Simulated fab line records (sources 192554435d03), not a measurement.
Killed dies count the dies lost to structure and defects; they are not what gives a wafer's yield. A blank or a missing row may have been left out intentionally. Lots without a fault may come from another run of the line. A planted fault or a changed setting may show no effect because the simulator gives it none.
Split-lot experiment :: flow n5Finfet :: 7 lots, 21 wafers read, on a route of 1938 steps

THE SPLIT
At N5_SDB_CUT_ETCH_26 (etches Si in HBr/Cl2/O2, target depth 129.6 nm, bt time 20 s, time 51.8 s), the setting icpW was moved away from the recipe's 800 W on 6 of the 21 wafers read, by -7.1% to +16.8%. The other wafers ran this setting at the recipe's value.

Reading taken at the split's own step.

THE READING
SDB.featureDepthNm (the simulator's own value, which no gauge read), in nm, at N5_SDB_CUT_ETCH_26 (etches Si in HBr/Cl2/O2, target depth 129.6 nm, bt time 20 s, time 51.8 s). The file gives no usual value for it. Across the 15 wafers here that went through the recipe, the average is 129.5 nm and the standard deviation 1.3 nm.

wafer: L080.2
tool, chamber at the split: rieSi-05, 3
icpW as run, W: 934.3
against the recipe: +16.8%
SDB.featureDepthNm, nm: 142.2
against lot-mates on the recipe: +13.6

wafer: L080.3
tool, chamber at the split: rieSi-05, 1
icpW as run, W: 800
against the recipe: recipe
SDB.featureDepthNm, nm: 128.6
against lot-mates on the recipe: -

wafer: L080.6
tool, chamber at the split: rieSi-05, 1
icpW as run, W: 934.3
against the recipe: +16.8%
SDB.featureDepthNm, nm: 136.6
against lot-mates on the recipe: +8.0

wafer: L083.4
tool, chamber at the split: rieSi-06, 2
icpW as run, W: 800
against the recipe: recipe
SDB.featureDepthNm, nm: 132
against lot-mates on the recipe: -

wafer: L083.5
tool, chamber at the split: rieSi-06, 2
icpW as run, W: 871.9
against the recipe: +9.0%
SDB.featureDepthNm, nm: 137.2
against lot-mates on the recipe: +6.0

wafer: L083.6
tool, chamber at the split: rieSi-06, 3
icpW as run, W: 800
against the recipe: recipe
SDB.featureDepthNm, nm: 130.4
against lot-mates on the recipe: -

wafer: L084.1
tool, chamber at the split: rieSi-06, 2
icpW as run, W: 800
against the recipe: recipe
SDB.featureDepthNm, nm: 130.8
against lot-mates on the recipe: -

wafer: L084.2
tool, chamber at the split: rieSi-06, 1
icpW as run, W: 800
against the recipe: recipe
SDB.featureDepthNm, nm: 129.8
against lot-mates on the recipe: -

wafer: L084.4
tool, chamber at the split: rieSi-06, 3
icpW as run, W: 800
against the recipe: recipe
SDB.featureDepthNm, nm: 130.6
against lot-mates on the recipe: -

wafer: L085.1
tool, chamber at the split: rieSi-01, 3
icpW as run, W: 800
against the recipe: recipe
SDB.featureDepthNm, nm: 128.8
against lot-mates on the recipe: -

wafer: L085.3
tool, chamber at the split: rieSi-01, 0
icpW as run, W: 800
against the recipe: recipe
SDB.featureDepthNm, nm: 129.2
against lot-mates on the recipe: -

wafer: L085.4
tool, chamber at the split: rieSi-01, 2
icpW as run, W: 902
against the recipe: +12.7%
SDB.featureDepthNm, nm: 137.6
against lot-mates on the recipe: +8.6

wafer: L086.1
tool, chamber at the split: rieSi-01, 2
icpW as run, W: 800
against the recipe: recipe
SDB.featureDepthNm, nm: 129.4
against lot-mates on the recipe: -

wafer: L086.2
tool, chamber at the split: rieSi-01, 1
icpW as run, W: 800
against the recipe: recipe
SDB.featureDepthNm, nm: 129.8
against lot-mates on the recipe: -

wafer: L086.5
tool, chamber at the split: rieSi-01, 0
icpW as run, W: 800
against the recipe: recipe
SDB.featureDepthNm, nm: 128.4
against lot-mates on the recipe: -

wafer: L088.3
tool, chamber at the split: rieSi-05, 3
icpW as run, W: 800
against the recipe: recipe
SDB.featureDepthNm, nm: 129
against lot-mates on the recipe: -

wafer: L088.4
tool, chamber at the split: rieSi-05, 2
icpW as run, W: 800
against the recipe: recipe
SDB.featureDepthNm, nm: 129.6
against lot-mates on the recipe: -

wafer: L088.6
tool, chamber at the split: rieSi-05, 2
icpW as run, W: 929.2
against the recipe: +16.1%
SDB.featureDepthNm, nm: 139.8
against lot-mates on the recipe: +10.5

wafer: L092.2
tool, chamber at the split: rieSi-05, 1
icpW as run, W: 800
against the recipe: recipe
SDB.featureDepthNm, nm: 126
against lot-mates on the recipe: -

wafer: L092.3
tool, chamber at the split: rieSi-05, 3
icpW as run, W: 800
against the recipe: recipe
SDB.featureDepthNm, nm: 130.4
against lot-mates on the recipe: -

wafer: L092.5
tool, chamber at the split: rieSi-05, 3
icpW as run, W: 742.9
against the recipe: -7.1%
SDB.featureDepthNm, nm: 125.8
against lot-mates on the recipe: -2.4

FIT RESULTS
A straight line over all 21 wafers: SDB.featureDepthNm changes by +0.616 nm for each +1% of icpW; r = +0.94; the points scatter about the line by 1.6 nm.
The same after taking each lot's own level away (the mean of its wafers on the recipe; 21 wafers): +0.626 nm for each +1%; r = +0.96; scatter 1.3 nm.
The reading moves by 11 nm for the largest change in icpW, on that fit.
The span of the lots' own levels, 128.20 to 131.20 nm, comes to 2.3 times the standard deviation stated above.
Consequently the slope shifts little with the lot-to-lot level, the two slopes agreeing.
Check: +9.73 nm against its lot-mates is what the line predicts for one of the wafers moved furthest among these (+16.8%) when that wafer is left out of the fit. It came out at +13.6 nm against them.

OTHER SPLITS ON THESE WAFERS
Before the reading, these wafers also passed through other splits. Each is held against what the fit with the lots' levels taken away leaves over:
other split on the same wafers: N5_WELL_APT_COAT_02 spinRpm
wafers away from the commonest value: 3
r with SDB.featureDepthNm (lot level and that fit taken away): -0.11

other split on the same wafers: N5_PMOS_HMC_CHANNEL_EPI_ETCH_32 biasW
wafers away from the commonest value: 10
r with SDB.featureDepthNm (lot level and that fit taken away): +0.08

other split on the same wafers: N5_FIN_CUT_EXPOSE_05 doseMj
wafers away from the commonest value: 6
r with SDB.featureDepthNm (lot level and that fit taken away): +0.00

other split on the same wafers: N5_DUMMY_GATE_EXPOSE_12 doseMj
wafers away from the commonest value: 6
r with SDB.featureDepthNm (lot level and that fit taken away): -0.24

other split on the same wafers: N5_DUMMY_GATE_DESCUM_20 timeS
wafers away from the commonest value: 11
r with SDB.featureDepthNm (lot level and that fit taken away): -0.33

other split on the same wafers: N5_ILD0_CMP_03 downForcePsi
wafers away from the commonest value: 8
r with SDB.featureDepthNm (lot level and that fit taken away): -0.04

THE WHOLE CHAIN: every reading that the file lists as answering this split, in the file's order
step: N5_SDB_CUT_ETCH_26
what it does: etches Si in HBr/Cl2/O2, target depth 129.6 nm, bt time 20 s, time 51.8 s
reading: etch.depthNm (the simulator's own value, which no gauge read)
change (the file's fit): +0.633 nm for each +1% of the setting
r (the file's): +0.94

step: N5_SDB_CUT_ETCH_26
what it does: etches Si in HBr/Cl2/O2, target depth 129.6 nm, bt time 20 s, time 51.8 s
reading: SDB.featureDepthNm (the simulator's own value, which no gauge read)
change (the file's fit): +0.635 nm for each +1% of the setting
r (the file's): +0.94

FILE'S OWN FIT
SDB.featureDepthNm changes by +0.635 nm for each +1% of icpW, r = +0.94.
